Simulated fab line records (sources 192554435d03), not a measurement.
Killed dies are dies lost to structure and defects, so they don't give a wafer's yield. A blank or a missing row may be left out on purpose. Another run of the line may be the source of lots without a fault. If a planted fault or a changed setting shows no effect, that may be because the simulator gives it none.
A lot that was struck, set against a sound lot || flow n5_finfet || 15 out of 1938 route steps
Sound: wafers L501.2, L501.5, L501.6. Struck: wafer L514.1 (left out: L514.3, L514.4 of the same lot, which were not struck); the cause appears at the end.
Order at every step that has rows: each side's tool, ch and its chambers, its first start. Under that, the readings that differ: sound wafers || struck wafers || difference of the means || sigmas: that difference in standard deviations of wafers without a fault.
alike: words and numbers the same on both sides, and readings whose means are apart by under 2 such deviations; not compared: readings that were withheld, readings missing a value for some wafer, numbers with overlapping values and no deviation given by the record, and bounds like >300 which may hide the same value.
The two part at a step that has a row with sigmas, a row that says differs or no value, or rows on one side only. When numbers do not overlap yet have no deviation, they are printed without sigmas and do not part them. Lack of a reading on every wafer of one side parts them only where that side has two or more wafers.

N5_BEOL_M9_STRIP_80: strips in N2/H2, time 10 s.
  sound: rie_diel-04 ch 2,3; struck: rie_diel-02 ch 2
{"reading": "throttle_valve_pct (%)", "sound": "23.01 23.00 23.59", "struck": 23.98, "difference": "+0.78", "sigmas": "+3"}
  alike: drypump_motor_current_A, oes_product_au, rf_vpp_V, showerhead_plenum_p_Torr
  not compared: rf_hours_counter_h
N5_BEOL_M9_OCD_MEAS_38:
  sound on ocd-01, day 11 05:52; struck on ocd-01, day 14 21:47
  alike: trench_depth_nm
then, 4 steps without rows for these wafers: N5_BEOL_M9_HM_STRIP_39 (strips TiN in peroxide tin strip, target depth 25 nm, time 158 s); N5_BEOL_M9_SRD_40 (time 30 s); N5_BEOL_M9_PRECLEAN_42 (cleans in residue remover, time 60 s); N5_BEOL_M9_SRD_43 (time 30 s).
N5_BEOL_M9_CD_MEAS_35: target cd 70 nm, target cd y 40 nm.
  sound on cd_sem-03, day 11 06:02; struck on cd_sem-02, day 14 21:56
  alike: cd_nm
N5_BEOL_M9_CURE_72: cures SiCOH lowk, time 120 s.
  sound on uv_cure-01 ch 0, day 11 06:10; struck on uv_cure-02 ch 1, day 14 22:11
  alike: lamp_power_pct, wafer_temp_C_max
N5_BEOL_M9_DEGAS_44: time 60 s.
  sound on pvd_sputter-03, day 11 06:31; struck on pvd_sputter-02, day 14 23:30
  alike: heater_power_w
then, 1 step without rows for these wafers: N5_BEOL_M9_PRE_CLEAN_45 (time 30 s).
N5_BEOL_M9_ALD_74: deposits TaN, target thk 2 nm, pulse time 2 s, purge time 3 s.
  sound on ald_metal-04 ch 0,3, day 11 06:37; struck on ald_metal-01 ch 1, day 14 23:36
  alike: heater_power_w
after that, 1 step had no rows for these wafers: N5_BEOL_M9_SURFACE_TREAT_79.
N5_BEOL_M9_CVD_78: deposits Co from CCTBA/H2, target thk 2 nm, time 138.9 s.
  sound on cvd_co-02 ch 0,1, day 11 07:11; struck on cvd_co-02 ch 1, day 15 00:03
{"reading": "run_length_s (s)", "sound": "162.2 162.2 161.8", "struck": 163.8, "difference": "+1.7", "sigmas": "+3"}
N5_BEOL_M9_SPUTTER_48: material Cu, target thk 12 nm, time 2 s.
  sound on pvd_sputter-01, day 11 07:20; struck on pvd_sputter-02, day 15 00:10
  alike: cathode_dc_power_W, throttle_valve_pct
-- the record jumps here: 2 days lie between the struck wafers' starts before and after (it left off in module BEOL_M9 and takes up again in module PASSIVATION, whose first step shown is number 1936 of the route) --
N5_PASSIVATION_PROBE_49:
  sound on prober-02, day 13 16:35; struck on prober-01, day 17 09:12
{"reading": "killed_at_M4_up", "sound": "6 8 13", "struck": 24, "difference": "+15", "sigmas": "+2"}
  alike: defect_limited_yield, killed_at_M0_to_M3, killed_at_contacts, killed_at_front_end, killed_at_other, killed_dies, killed_open, killed_short, sort_bin_5_function, sort_bin_6_memory, sort_bin_8_speed, sort_n_pass, sort_yield_pct

## WHERE THEY PART
Earliest at N5_BEOL_M9_STRIP_80; latest, in this record, at N5_PASSIVATION_PROBE_49.

WHY: what had been put in by the simulator
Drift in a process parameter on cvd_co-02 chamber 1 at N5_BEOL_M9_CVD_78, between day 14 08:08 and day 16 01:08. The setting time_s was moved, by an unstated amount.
